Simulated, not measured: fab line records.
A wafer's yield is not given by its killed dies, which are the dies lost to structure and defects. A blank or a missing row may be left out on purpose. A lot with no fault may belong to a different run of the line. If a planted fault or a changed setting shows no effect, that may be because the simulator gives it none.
fab line records | flow nand-harc | part 1 of 2: steps 1 to 20 of 28
record lots=5 | wafers=15 | last-day=33
route steps=1302 shown A_SLIT@930 A_SIN_REMOVE@947 A_WL_FILL@952
lots untouched by any fault: they come from a run of this same line in which no faults occurred
start-h: start of the lot's first displayed wafer, in hours after the record's first day | wait-h: hours from the lot's prior step to this one | " same as the row above | L1.1+2: one row covering several wafers at once | - either no value or no given start | * or withheld: withheld | < > ~ a bound
route shown NAME@n: names a module that has steps shown in the file, with the first one's number in the route | usual: mean and standard deviation over wafers with no fault | same: alike in all rows | chamber/n: place in a boat | sites: the reading at each site | _std_site: the standard deviation of these | _edge_site: outer sites' mean less inner sites' | radius-mm: how far each site lies from the wafer's centre | mask NAME#n: copy n | behind: the most recent tool/chamber to have shaped the wafer | hold: the reason the lot was held/the length of the hold in hours/how it ended | device: the transistor (n, p or np) that didn't switch | end of line: the same wafers' tests at the end of the route | step lacking rows: just its recipe | killed: not the wafer's yield, but the dies lost to structure and defects at the first sort | map: a wafer's dies, marking killed ones x, the rest . and places with no die _
set.NAME: the run value of the setting; set.NAME@STEP: its run value at that earlier step | model.NAME: the simulator's own value behind a step, which no gauge read
lots at some steps of the route; a table a step, a row a wafer
services: when a tool's chamber went out of use (start-h, in hours from the record's first day, below 0 if earlier), for how many hours, and the reason
## steps
# step NHARC_A_SLIT_EXPOSE_06
# recipe na=1.35 | dose-mj=60.82 | mask-id=SLIT
# usual stage-vel-mm-s=499.98/0.23
lot.wafer | tool            | chamber | start-h | wait-h | mask   | stage-vel-mm-s
L076.3    | arfi-scanner-02 | 0       | 469.36  | -      | SLIT#0 | 500.01
L076.4    | "               | 0       | "       | "      | SLIT#0 | 500.23
L076.5    | "               | 0       | "       | "      | SLIT#0 | 500.29
L080.2    | arfi-scanner-03 | 0       | 532.88  | -      | SLIT#0 | 499.94
L080.4    | "               | 0       | "       | "      | SLIT#0 | 499.80
L080.6    | "               | 0       | "       | "      | SLIT#0 | 499.85
L083.3    | arfi-scanner-01 | 0       | 542.32  | -      | SLIT#0 | 500.22
L083.4    | "               | 0       | "       | "      | SLIT#0 | 500.18
L083.5    | "               | 0       | "       | "      | SLIT#0 | 500.55
L087.2    | arfi-scanner-03 | 0       | 588.26  | -      | SLIT#0 | 500.13
L087.3    | "               | 0       | "       | "      | SLIT#0 | 500.12
L087.5    | "               | 0       | "       | "      | SLIT#0 | 500.11
L094.2    | arfi-scanner-01 | 0       | 665.35  | -      | SLIT#0 | 499.97
L094.3    | "               | 0       | "       | "      | SLIT#0 | 500.01
L094.6    | "               | 0       | "       | "      | SLIT#0 | 499.90
# step NHARC_A_SLIT_PEB_07
# recipe peb-temp-c=100 | peb-time-s=65
# usual heater-power-total-W=156.6/0.43
lot.wafer | tool           | chamber | start-h | wait-h | heater-power-total-W
L076.3    | litho-track-04 | 0       | 469.41  | 0.0    | 156.2
L076.4    | "              | 0       | "       | "      | 157.0
L076.5    | "              | 0       | "       | "      | 156.9
L080.2    | litho-track-04 | 0       | 532.94  | 0.1    | 157.2
L080.4    | "              | 0       | "       | "      | 156.1
L080.6    | "              | 0       | "       | "      | 156.0
L083.3    | litho-track-06 | 0       | 542.38  | 0.0    | 156.1
L083.4    | "              | 0       | "       | "      | 156.0
L083.5    | "              | 0       | "       | "      | 157.1
L087.2    | litho-track-04 | 0       | 588.31  | 0.1    | 156.0
L087.3    | "              | 0       | "       | "      | 156.5
L087.5    | "              | 0       | "       | "      | 156.7
L094.2    | litho-track-06 | 0       | 665.41  | 0.1    | 157.1
L094.3    | "              | 0       | "       | "      | 156.8
L094.6    | "              | 0       | "       | "      | 157.0
# step NHARC_A_SLIT_DEVELOP_08
# recipe develop-time-s=35 | dev-temp-c=23
lot.wafer  | tool           | chamber | start-h | wait-h
L076.3+4+5 | litho-track-04 | 0       | -       | -
L080.2+4+6 | litho-track-04 | 0       | -       | -
L083.3+4+5 | litho-track-06 | 0       | -       | -
L087.2+3+5 | litho-track-04 | 0       | -       | -
L094.2+3+6 | litho-track-06 | 0       | -       | -
# step NHARC_A_SLIT_CD_MEAS_09
# recipe target-cd-nm=300 | landing-energy-ev=500
# usual cd-nm=299.9/0.4
lot.wafer | tool      | chamber | start-h | wait-h | cd-nm
L076.3    | cd-sem-03 | 0       | 469.49  | -      | 299.8
L076.4    | "         | 0       | "       | "      | 300.0
L076.5    | "         | 0       | "       | "      | 300.4
L080.2    | cd-sem-03 | 0       | 533.02  | -      | 300.1
L080.4    | "         | 0       | "       | "      | 300.4
L080.6    | "         | 0       | "       | "      | 300.5
L083.3    | cd-sem-01 | 0       | 542.46  | -      | 300.7
L083.4    | "         | 0       | "       | "      | 300.1
L083.5    | "         | 0       | "       | "      | 300.0
L087.2    | cd-sem-03 | 0       | 588.39  | -      | 300.3
L087.3    | "         | 0       | "       | "      | 300.5
L087.5    | "         | 0       | "       | "      | 300.0
L094.2    | cd-sem-02 | 0       | 665.49  | -      | 300.0
L094.3    | "         | 0       | "       | "      | 300.2
L094.6    | "         | 0       | "       | "      | 300.1
# step NHARC_A_SLIT_OVL_MEAS_10
# usual overlay-x-nm=0.0/0.96 | overlay-y-nm=-0.1/0.91
lot.wafer | tool       | chamber | start-h | wait-h | overlay-x-nm | overlay-y-nm
L076.3    | overlay-02 | -       | 469.58  | -      | 1.2          | -0.5
L076.4    | "          | -       | "       | "      | 0.8          | -0.2
L076.5    | "          | -       | "       | "      | 1.0          | -0.1
L080.2    | overlay-02 | -       | 533.11  | -      | -1.1         | 0.2
L080.4    | "          | -       | "       | "      | -1.4         | 0.1
L080.6    | "          | -       | "       | "      | -1.1         | -0.1
L083.3    | overlay-01 | -       | 542.56  | -      | -0.6         | 0.6
L083.4    | "          | -       | "       | "      | -0.5         | -0.2
L083.5    | "          | -       | "       | "      | -0.7         | 0.6
L087.2    | overlay-01 | -       | 588.48  | -      | -0.3         | 0.5
L087.3    | "          | -       | "       | "      | -0.3         | 0.0
L087.5    | "          | -       | "       | "      | -0.4         | 0.0
L094.2    | overlay-02 | -       | 665.58  | -      | 0.1          | -0.2
L094.3    | "          | -       | "       | "      | -0.1         | -0.1
L094.6    | "          | -       | "       | "      | -0.1         | -0.2
# step NHARC_A_SLIT_INSPECT_11
# usual raw-defect-count=55/29
lot.wafer | tool              | chamber | start-h | wait-h | raw-defect-count
L076.3    | defect-inspect-02 | -       | 469.61  | 0.0    | 61
L076.4    | "                 | -       | "       | "      | 59
L076.5    | "                 | -       | "       | "      | 63
L080.2    | defect-inspect-02 | -       | 533.15  | 0.0    | 87
L080.4    | "                 | -       | "       | "      | 77
L080.6    | "                 | -       | "       | "      | 76
L083.3    | defect-inspect-01 | -       | 542.60  | 0.0    | 73
L083.4    | "                 | -       | "       | "      | 85
L083.5    | "                 | -       | "       | "      | 65
L087.2    | defect-inspect-01 | -       | 588.52  | 0.0    | 23
L087.3    | "                 | -       | "       | "      | 15
L087.5    | "                 | -       | "       | "      | 26
L094.2    | defect-inspect-01 | -       | 665.61  | 0.0    | 29
L094.3    | "                 | -       | "       | "      | 18
L094.6    | "                 | -       | "       | "      | 20
# step NHARC_A_SLIT_DESCUM_14
# recipe time-s=3 | o2-flow-sccm=200 | ar-flow-sccm=0 | bias-power-w=0 | chemistry=O2
# usual drypump-motor-current-A=5.9/0.44 | oes-product-au=0.998/0.01 | rf-vpp-V=57.9/0.84 | showerhead-plenum-p-Torr=1.95/0.066 | throttle-valve-pct=11.311/0.01
lot.wafer | tool        | chamber | start-h | wait-h | drypump-motor-current-A | oes-product-au | rf-hours-counter-h | rf-vpp-V | showerhead-plenum-p-Torr | throttle-valve-pct
L076.4    | rie-diel-11 | 0       | 469.67  | 0.1    | 5.7                     | 0.997          | 1.6                | 57.7     | 1.84                     | 11.308
L076.3    | "           | 2       | "       | "      | 5.7                     | 0.997          | 2.4                | 58.6     | 1.97                     | 11.302
L076.5    | "           | 0       | "       | "      | 5.7                     | 1.003          | -                  | 57.0     | 1.84                     | 11.304
L080.2    | rie-diel-02 | 1       | 533.22  | 0.1    | 6.1                     | 1.003          | 7.1                | 57.3     | 1.92                     | 11.302
L080.4    | "           | 2       | "       | "      | 6.1                     | 1.001          | 7.1                | 58.1     | 2.00                     | 11.307
L080.6    | "           | 0       | "       | "      | 6.0                     | 1.004          | -                  | 57.4     | 2.01                     | 11.308
L083.4    | rie-diel-04 | 1       | 542.66  | 0.1    | 5.0                     | 1.003          | 0                  | 57.6     | 1.87                     | 11.322
L083.3    | "           | 3       | "       | "      | 6.0                     | 1.006          | 0                  | 58.0     | 2.05                     | 11.302
L083.5    | "           | 1       | "       | "      | 4.9                     | 0.996          | -                  | 56.7     | 1.87                     | 11.316
L087.3    | rie-diel-02 | 3       | 588.58  | 0.1    | 6.2                     | 0.993          | 0.1                | 58.8     | 1.93                     | 11.304
L087.2    | "           | 0       | "       | "      | 6.1                     | 1.000          | 0.1                | 59.5     | 2.01                     | 11.318
L087.5    | "           | 0       | "       | "      | 6.0                     | 1.015          | -                  | 58.5     | 2.01                     | 11.333
L094.3    | rie-diel-11 | 1       | 665.68  | 0.1    | 5.2                     | 0.994          | 1.6                | 57.0     | 1.96                     | 11.323
L094.2    | "           | 2       | "       | "      | 5.7                     | 1.002          | 2.0                | 57.3     | 1.96                     | 11.302
L094.6    | "           | 0       | "       | "      | 5.7                     | 1.022          | -                  | 57.3     | 1.84                     | 11.309
# step NHARC_A_SLIT_ETCH_24
# recipe target-depth-a=1210 | time-s=60.5 | cf4-flow-sccm=100 | chf3-flow-sccm=30 | ar-flow-sccm=0 | rf-w=500 | bias-w=200 | chemistry=CF4/CHF3
# usual drypump-motor-current-A=5.9/0.46 | oes-product-au=0.958/0.018 | rf-vpp-V=371.3/1.8 | showerhead-plenum-p-Torr=1.60/0.049 | throttle-valve-pct=16.803/0.0089
lot.wafer | tool        | chamber | start-h | wait-h | drypump-motor-current-A | oes-product-au | rf-hours-counter-h | rf-vpp-V | showerhead-plenum-p-Torr | throttle-valve-pct
L076.4    | rie-diel-11 | 3       | 469.76  | 0.1    | 6.5                     | 0.942          | 1.9                | 371.1    | 1.55                     | 16.791
L076.3    | "           | 1       | "       | "      | 5.2                     | 0.949          | 2.1                | 372.6    | 1.61                     | 16.799
L076.5    | "           | 0       | "       | "      | 5.7                     | 0.952          | -                  | 367.1    | 1.52                     | 16.827
L080.2    | rie-diel-02 | 2       | 533.29  | 0.1    | 6.1                     | 0.977          | 7.1                | 372.6    | 1.64                     | 16.801
L080.4    | "           | 1       | "       | "      | 6.1                     | 0.966          | 7.1                | 371.1    | 1.58                     | 16.803
L080.6    | "           | 3       | "       | "      | 6.1                     | 0.961          | -                  | 370.4    | 1.59                     | 16.803
L083.4    | rie-diel-04 | 3       | 542.75  | 0.1    | 6.0                     | 0.961          | 0.0                | 373.7    | 1.68                     | 16.793
L083.3    | "           | 1       | "       | "      | 4.9                     | 0.955          | 0.0                | 369.6    | 1.54                     | 16.811
L083.5    | "           | 2       | "       | "      | 6.5                     | 0.941          | -                  | 371.1    | 1.57                     | 16.803
L087.2    | rie-diel-02 | 2       | 588.66  | 0.1    | 6.1                     | 0.970          | 0.1                | 373.3    | 1.64                     | 16.812
L087.3    | "           | 3       | "       | "      | 6.1                     | 0.962          | 0.1                | 370.4    | 1.59                     | 16.802
L087.5    | "           | 3       | "       | "      | 6.1                     | 0.961          | -                  | 370.8    | 1.59                     | 16.802
L094.2    | rie-diel-11 | 1       | 665.76  | 0.1    | 5.1                     | 0.951          | 1.6                | 370.3    | 1.61                     | 16.797
L094.3    | "           | 3       | "       | "      | 6.4                     | 0.979          | 2.3                | 370.1    | 1.55                     | 16.811
L094.6    | "           | 1       | "       | "      | 5.1                     | 0.957          | -                  | 372.2    | 1.61                     | 16.809
# step NHARC_A_SLIT_ETCH_15
# recipe target-depth-a=62000 | over-etch-frac=0.3 | time-s=1612 | ion-energy-ev=150 | o2-flow-sccm=400 | cos-flow-sccm=20 | ar-flow-sccm=0 | rf-w=500 | bias-w=300 | chemistry=O2/COS
# usual drypump-motor-current-A=5.9/0.45 | oes-product-au=0.996/0.012 | rf-vpp-V=314.9/1.6 | showerhead-plenum-p-Torr=3.17/0.099 | throttle-valve-pct=28.329/0.0088
lot.wafer | tool        | chamber | start-h | wait-h | drypump-motor-current-A | oes-product-au | rf-hours-counter-h | rf-vpp-V | showerhead-plenum-p-Torr | throttle-valve-pct
L076.3    | rie-diel-11 | 3       | -       | -      | 6.5                     | 0.993          | 2.1                | 313.8    | 3.07                     | 28.338
L076.4    | "           | 1       | "       | "      | 5.2                     | 0.980          | 2.3                | 314.4    | 3.19                     | 28.344
L076.5    | "           | 3       | "       | "      | 6.4                     | 0.991          | -                  | 315.0    | 3.07                     | 28.333
L080.4    | rie-diel-02 | 2       | -       | -      | 6.1                     | 1.006          | 7.3                | 316.7    | 3.25                     | 28.336
L080.2    | "           | 3       | "       | "      | 6.1                     | 1.021          | 7.1                | 314.9    | 3.15                     | 28.326
L080.6    | "           | 2       | "       | "      | 6.1                     | 1.004          | -                  | 315.9    | 3.25                     | 28.336
L083.3    | rie-diel-04 | 0       | -       | -      | 6.1                     | 0.987          | 0.2                | 317.1    | 3.30                     | 28.338
L083.4    | "           | 3       | "       | "      | 6.1                     | 0.992          | 0.3                | 316.3    | 3.34                     | 28.331
L083.5    | "           | 0       | "       | "      | 6.1                     | 0.974          | -                  | 316.5    | 3.30                     | 28.332
L087.3    | rie-diel-02 | 2       | -       | -      | 6.1                     | 0.999          | 0.3                | 316.3    | 3.25                     | 28.341
L087.2    | "           | 0       | "       | "      | 6.1                     | 1.017          | 0.4                | 316.9    | 3.27                     | 28.320
L087.5    | "           | 1       | "       | "      | 6.1                     | 0.999          | -                  | 314.6    | 3.13                     | 28.316
L094.3    | rie-diel-11 | 0       | -       | -      | 5.7                     | 1.024          | 2.2                | 313.6    | 3.00                     | 28.325
L094.2    | "           | 2       | "       | "      | 5.7                     | 1.008          | 2.3                | 315.2    | 3.20                     | 28.343
L094.6    | "           | 1       | "       | "      | 5.2                     | 1.007          | -                  | 316.0    | 3.19                     | 28.316
# step NHARC_A_SLIT_ETCH_17
# recipe bias-v=900 | source-w=withheld | pressure-mtorr=20 | ar-flow-sccm=375 | c4f8-flow-sccm=83.3 | o2-flow-sccm=41.7 | time-s=4254.5 | target-depth-a=2.03e+05 | chemistry=C4F8/O2/Ar
# usual drypump-motor-current-A=5.9/0.48 | oes-air-line-au=0.997/0.018 | showerhead-plenum-p-Torr=3.55/0.051 | throttle-valve-pct=32.045/0.0091
lot.wafer | tool        | chamber | start-h | wait-h | drypump-motor-current-A | oes-air-line-au | rf-hours-counter-h | showerhead-plenum-p-Torr | throttle-valve-pct
L076.4    | har-etch-02 | 1       | 472.15  | -      | 5.1                     | 0.980           | -                  | 3.62                     | 32.050
L076.3    | "           | 0       | "       | "      | 6.4                     | 0.988           | -                  | 3.62                     | 32.051
L076.5    | "           | 0       | 474.00  | -      | 6.4                     | 0.966           | -                  | 3.62                     | 32.051
L080.2    | har-etch-01 | 1       | 534.45  | -      | 5.8                     | 0.995           | 295                | 3.59                     | 32.047
L080.4    | "           | 0       | 536.27  | -      | 6.2                     | 1.023           | -                  | 3.49                     | 32.038
L080.6    | "           | 0       | 537.48  | -      | 6.2                     | 0.975           | -                  | 3.49                     | 32.031
L083.3    | har-etch-01 | 1       | 545.13  | -      | 5.8                     | 0.961           | -                  | 3.59                     | 32.043
L083.4    | "           | 0       | "       | "      | 6.2                     | 0.968           | -                  | 3.48                     | 32.040
L083.5    | "           | 1       | "       | "      | 5.8                     | 0.998           | -                  | 3.59                     | 32.033
L087.2    | har-etch-01 | 1       | 590.25  | -      | 5.8                     | 1.002           | 329                | 3.57                     | 32.030
L087.3    | "           | 1       | 591.48  | -      | 5.9                     | 0.996           | -                  | 3.57                     | 32.053
L087.5    | "           | 0       | 593.32  | -      | 6.2                     | 1.013           | -                  | 3.47                     | 32.047
L094.2    | har-etch-01 | 1       | 667.47  | -      | 5.8                     | 1.014           | 375                | 3.55                     | 32.054
L094.3    | "           | 0       | 669.29  | -      | 6.2                     | 0.993           | -                  | 3.44                     | 32.044
L094.6    | "           | 1       | "       | "      | 5.8                     | 0.969           | -                  | 3.55                     | 32.042
# step NHARC_A_SLIT_ETCH_26
# recipe bias-v=400 | source-w=2000 | pressure-mtorr=25 | time-s=90 | ar-flow-sccm=375 | c4f8-flow-sccm=41.7 | o2-flow-sccm=83.3 | target-depth-a=4000 | chemistry=C4F8/O2/Ar
# usual drypump-motor-current-A=5.9/0.48 | oes-air-line-au=1.000/0.02 | showerhead-plenum-p-Torr=3.58/0.053 | throttle-valve-pct=27.619/0.0097
lot.wafer | tool        | chamber | start-h | wait-h | drypump-motor-current-A | oes-air-line-au | rf-hours-counter-h | showerhead-plenum-p-Torr | throttle-valve-pct
L076.4    | har-etch-02 | 1       | 474.68  | 1.9    | 5.1                     | 1.013           | -                  | 3.65                     | 27.617
L076.3    | "           | 0       | "       | "      | 6.5                     | 1.050           | -                  | 3.65                     | 27.610
L076.5    | "           | 0       | "       | "      | 6.4                     | 1.019           | -                  | 3.65                     | 27.622
L080.2    | har-etch-01 | 1       | 538.09  | 3.0    | 5.8                     | 0.994           | 298                | 3.62                     | 27.613
L080.4    | "           | 0       | "       | "      | 6.2                     | 0.982           | -                  | 3.51                     | 27.614
L080.6    | "           | 0       | "       | "      | 6.2                     | 1.002           | -                  | 3.51                     | 27.634
L083.3    | har-etch-01 | 1       | 547.64  | 1.9    | 5.8                     | 1.020           | -                  | 3.62                     | 27.623
L083.4    | "           | 0       | "       | "      | 6.2                     | 1.008           | -                  | 3.51                     | 27.620
L083.5    | "           | 1       | "       | "      | 5.8                     | 0.979           | -                  | 3.62                     | 27.608
L087.2    | har-etch-01 | 1       | 593.94  | 3.1    | 5.8                     | 0.994           | 332                | 3.60                     | 27.621
L087.3    | "           | 1       | "       | "      | 5.8                     | 0.990           | -                  | 3.60                     | 27.619
L087.5    | "           | 0       | "       | "      | 6.2                     | 1.023           | -                  | 3.49                     | 27.642
L094.2    | har-etch-01 | 1       | 671.12  | 3.0    | 5.8                     | 0.991           | 378                | 3.58                     | 27.631
L094.3    | "           | 0       | "       | "      | 6.2                     | 0.974           | -                  | 3.47                     | 27.603
L094.6    | "           | 1       | "       | "      | 5.8                     | 1.021           | -                  | 3.58                     | 27.615
# step NHARC_A_SLIT_STRIP_28
# recipe o2-flow-sccm=400 | cos-flow-sccm=20 | ar-flow-sccm=0 | bias-w=0 | chemistry=O2/COS
lot.wafer  | tool        | chamber | start-h | wait-h
L076.4+3+5 | rie-diel-04 | 3,0,3   | 475.42  | 0.7
L080.4+2+6 | rie-diel-02 | 3,1,3   | 538.89  | 0.7
L083.4+3+5 | rie-diel-02 | 3,1,0   | 548.38  | 0.7
L087.3+2+5 | rie-diel-11 | 3,0,3   | 594.73  | 0.7
L094.2+3+6 | rie-diel-11 | 0,3,1   | 671.91  | 0.8
# step NHARC_A_SLIT_ETCH_29
# recipe target-depth-a=1000 | overetch-a=100 | time-s=55 | ion-energy-ev=100 | cf4-flow-sccm=80 | o2-flow-sccm=20 | ar-flow-sccm=0 | rf-w=300 | bias-w=100 | chemistry=CF4/O2
# usual drypump-motor-current-A=5.9/0.43 | oes_f_703_au=1.000/0.0046 | oes-product-au=0.998/0.01 | rf-vpp-V=198.2/1.1 | showerhead-plenum-p-Torr=1.35/0.044 | throttle-valve-pct=13.397/0.0088
lot.wafer | tool        | chamber | start-h | wait-h | drypump-motor-current-A | oes_f_703_au | oes-product-au | rf-hours-counter-h | rf-vpp-V | showerhead-plenum-p-Torr | throttle-valve-pct
L076.4    | rie-diel-04 | 1       | 475.51  | 0.1    | 5.0                     | 1.001        | 1.000          | 5.6                | 198.0    | 1.30                     | 13.388
L076.3    | "           | 2       | "       | "      | 6.5                     | 1.000        | 1.002          | 6.3                | 198.5    | 1.33                     | 13.400
L076.5    | "           | 0       | "       | "      | 6.1                     | 1.005        | 0.994          | -                  | 198.3    | 1.42                     | 13.413
L080.4    | rie-diel-02 | 0       | 538.98  | 0.1    | 6.0                     | 1.009        | 1.007          | 7.9                | 199.3    | 1.40                     | 13.386
L080.2    | "           | 1       | "       | "      | 6.1                     | 0.990        | 1.006          | 8.0                | 197.2    | 1.34                     | 13.391
L080.6    | "           | 0       | "       | "      | 6.0                     | 1.001        | 1.006          | -                  | 199.4    | 1.40                     | 13.398
L083.4    | rie-diel-02 | 0       | 548.49  | 0.1    | 6.0                     | 1.001        | 1.003          | 9.3                | 199.0    | 1.40                     | 13.390
L083.3    | "           | 1       | "       | "      | 6.1                     | 0.996        | 1.005          | 9.1                | 196.8    | 1.34                     | 13.397
L083.5    | "           | 2       | "       | "      | 6.1                     | 0.995        | 1.001          | -                  | 199.1    | 1.39                     | 13.409
L087.3    | rie-diel-11 | 3       | 594.82  | 0.1    | 6.4                     | 1.010        | 0.989          | 9.4                | 197.7    | 1.31                     | 13.402
L087.2    | "           | 1       | "       | "      | 5.2                     | 0.999        | 0.998          | 8.8                | 198.3    | 1.37                     | 13.402
L087.5    | "           | 3       | "       | "      | 6.5                     | 1.002        | 0.990          | -                  | 196.6    | 1.31                     | 13.385
L094.3    | rie-diel-11 | 1       | 672.00  | 0.1    | 5.2                     | 0.999        | 0.995          | 2.6                | 198.0    | 1.36                     | 13.401
L094.2    | "           | 0       | "       | "      | 5.6                     | 0.999        | 1.014          | 2.8                | 196.4    | 1.28                     | 13.392
L094.6    | "           | 1       | "       | "      | 5.2                     | 0.995        | 0.994          | -                  | 199.2    | 1.36                     | 13.386
# step NHARC_A_SLIT_STRIP_18
# recipe o2-flow-sccm=500 | ar-flow-sccm=0 | bias-w=0 | chemistry=O2
# usual drypump-motor-current-A=5.9/0.43 | oes-product-au=0.998/0.01 | rf-vpp-V=57.8/0.84 | showerhead-plenum-p-Torr=3.58/0.11 | throttle-valve-pct=17.037/0.0086
lot.wafer | tool        | chamber | start-h | wait-h | drypump-motor-current-A | oes-product-au | rf-hours-counter-h | rf-vpp-V | showerhead-plenum-p-Torr | throttle-valve-pct
L076.4    | rie-diel-04 | 3       | -       | -      | 6.1                     | 0.978          | 6.5                | 57.3     | 3.77                     | 17.048
L076.3    | "           | 1       | "       | "      | 4.9                     | 0.993          | 5.6                | 58.6     | 3.45                     | 17.062
L076.5    | "           | 3       | "       | "      | 6.1                     | 0.981          | -                  | 58.8     | 3.77                     | 17.027
L080.2    | rie-diel-02 | 0       | -       | -      | 6.0                     | 0.997          | 7.9                | 58.7     | 3.69                     | 17.030
L080.4    | "           | 1       | "       | "      | 6.1                     | 1.002          | 8.1                | 58.6     | 3.54                     | 17.030
L080.6    | "           | 1       | "       | "      | 6.1                     | 1.000          | -                  | 58.0     | 3.54                     | 17.029
L083.4    | rie-diel-02 | 1       | -       | -      | 6.1                     | 0.994          | 9.2                | 57.0     | 3.54                     | 17.031
L083.3    | "           | 2       | "       | "      | 6.1                     | 1.010          | 9.6                | 58.0     | 3.67                     | 17.032
L083.5    | "           | 0       | "       | "      | 6.1                     | 1.010          | -                  | 57.4     | 3.69                     | 17.027
L087.2    | rie-diel-11 | 2       | -       | -      | 5.7                     | 0.997          | 9.8                | 58.9     | 3.61                     | 17.040
L087.3    | "           | 3       | "       | "      | 6.4                     | 0.994          | 9.5                | 56.6     | 3.47                     | 17.035
L087.5    | "           | 2       | "       | "      | 5.7                     | 0.987          | -                  | 58.9     | 3.61                     | 17.041
L094.3    | rie-diel-11 | 3       | -       | -      | 6.5                     | 1.007          | 2.8                | 57.5     | 3.47                     | 17.042
L094.2    | "           | 0       | "       | "      | 5.7                     | 1.012          | 2.9                | 56.3     | 3.39                     | 17.049
L094.6    | "           | 3       | "       | "      | 6.5                     | 1.005          | -                  | 58.1     | 3.47                     | 17.041
# step NHARC_A_SLIT_PRECLEAN_19
# recipe time-s=* | temp-c=50 | bath-age-min=0 | chemistry=SC1
# usual diw-flow-mL-min=1415/4.9 | nh4oh-flow-mL-min=28.30/0.094
lot.wafer | tool         | chamber | start-h | wait-h | diw-flow-mL-min | nh4oh-flow-mL-min
L076.4    | wet-bench-07 | 3       | 475.90  | -      | 1410            | 28.26
L076.5    | "            | 4       | "       | "      | 1412            | 28.27
L076.3    | "            | 0       | "       | "      | 1419            | 28.38
L080.2    | wet-bench-05 | 7       | 539.37  | -      | 1411            | 28.41
L080.6    | "            | 1       | "       | "      | 1417            | 28.16
L080.4    | "            | 4       | "       | "      | 1417            | 28.33
L083.5    | wet-bench-05 | 7       | 548.87  | -      | 1400            | 28.45
L083.4    | "            | 0       | "       | "      | 1407            | 28.35
L083.3    | "            | 2       | "       | "      | 1416            | 28.13
L087.5    | wet-bench-07 | 7       | 595.22  | -      | 1421            | 28.50
L087.3    | "            | 0       | "       | "      | 1414            | 28.39
L087.2    | "            | 2       | "       | "      | 1415            | 28.39
L094.3    | wet-bench-05 | 5       | 672.41  | -      | 1418            | 28.34
L094.2    | "            | 6       | "       | "      | 1415            | 28.29
L094.6    | "            | 7       | "       | "      | 1412            | 28.32
# step NHARC_A_SLIT_SRD_20
lot.wafer  | tool         | chamber | start-h | wait-h
L076.4+5+3 | wet-bench-07 | 3,4,0   | -       | -
L080.2+6+4 | wet-bench-05 | 7,1,4   | -       | -
L083.5+4+3 | wet-bench-05 | 7,0,2   | -       | -
L087.5+3+2 | wet-bench-07 | 7,0,2   | -       | -
L094.3+2+6 | wet-bench-05 | 5,6,7   | 672.47  | 0.0
# step NHARC_A_SLIT_CD_MEAS_21
# usual cd-nm=289.6/0.87
lot.wafer | tool      | chamber | start-h | wait-h | cd-nm
L076.3    | cd-sem-02 | -       | 476.04  | -      | 290.1
L076.4    | "         | -       | "       | "      | 289.2
L076.5    | "         | -       | "       | "      | 288.7
L080.2    | cd-sem-01 | -       | 539.51  | -      | 289.0
L080.4    | "         | -       | "       | "      | 290.1
L080.6    | "         | -       | "       | "      | 289.4
L083.3    | cd-sem-03 | -       | 549.02  | -      | 288.7
L083.4    | "         | -       | "       | "      | 289.5
L083.5    | "         | -       | "       | "      | 290.1
L087.2    | cd-sem-03 | -       | 595.36  | -      | 290.0
L087.3    | "         | -       | "       | "      | 288.5
L087.5    | "         | -       | "       | "      | 289.8
L094.2    | cd-sem-02 | -       | 672.58  | 0.1    | 290.3
L094.3    | "         | -       | "       | "      | 290.2
L094.6    | "         | -       | "       | "      | 291.1
# step NHARC_A_SIN_REMOVE_WET_00
# recipe temp-c=160 | time-s=15300 | chemistry=H3PO4
lot.wafer  | tool         | chamber | start-h | wait-h
L076.3+4+5 | wet-h3po4-02 | 0       | 477.71  | 1.7
L080.2+4+6 | wet-h3po4-01 | 0       | 541.03  | 1.5
L083.3+4+5 | wet-h3po4-02 | 0       | 550.69  | 1.7
L087.2+3+5 | wet-h3po4-02 | 0       | 597.03  | 1.7
L094.2+3+6 | wet-h3po4-01 | 1       | 674.25  | 1.7
# step NHARC_A_SIN_REMOVE_PRECLEAN_01
# recipe time-s=* | temp-c=50 | bath-age-min=0 | chemistry=SC1
# usual diw-flow-mL-min=1416/4.5 | nh4oh-flow-mL-min=28.30/0.1
lot.wafer | tool         | chamber | start-h | wait-h | diw-flow-mL-min | nh4oh-flow-mL-min
L076.4    | wet-bench-03 | 1       | 482.58  | 0.0    | 1417            | 28.25
L076.5    | "            | 2       | "       | "      | 1418            | 28.32
L076.3    | "            | 3       | "       | "      | 1413            | 28.20
L080.2    | wet-bench-01 | 7       | 545.80  | 0.0    | 1412            | 28.17
L080.4    | "            | 1       | "       | "      | 1413            | 28.26
L080.6    | "            | 2       | "       | "      | 1418            | 28.34
L083.5    | wet-bench-03 | 2       | 555.48  | 0.0    | 1416            | 28.34
L083.4    | "            | 5       | "       | "      | 1422            | 28.15
L083.3    | "            | 6       | "       | "      | 1421            | 28.51
L087.3    | wet-bench-01 | 6       | 601.78  | 0.0    | 1418            | 28.29
L087.2    | "            | 0       | "       | "      | 1411            | 28.34
L087.5    | "            | 1       | "       | "      | 1415            | 28.27
L094.6    | wet-bench-01 | 3       | 679.06  | 0.0    | 1416            | 28.25
L094.2    | "            | 5       | "       | "      | 1417            | 28.23
L094.3    | "            | 6       | "       | "      | 1419            | 28.36
# step NHARC_A_SIN_REMOVE_SRD_02
lot.wafer  | tool         | chamber | start-h | wait-h
L076.4+5+3 | wet-bench-03 | 1,2,3   | -       | -
L080.2+4+6 | wet-bench-01 | 7,1,2   | -       | -
L083.5+4+3 | wet-bench-03 | 2,5,6   | -       | -
L087.3+2+5 | wet-bench-01 | 6,0,1   | -       | -
L094.6+2+3 | wet-bench-01 | 3,5,6   | -       | -
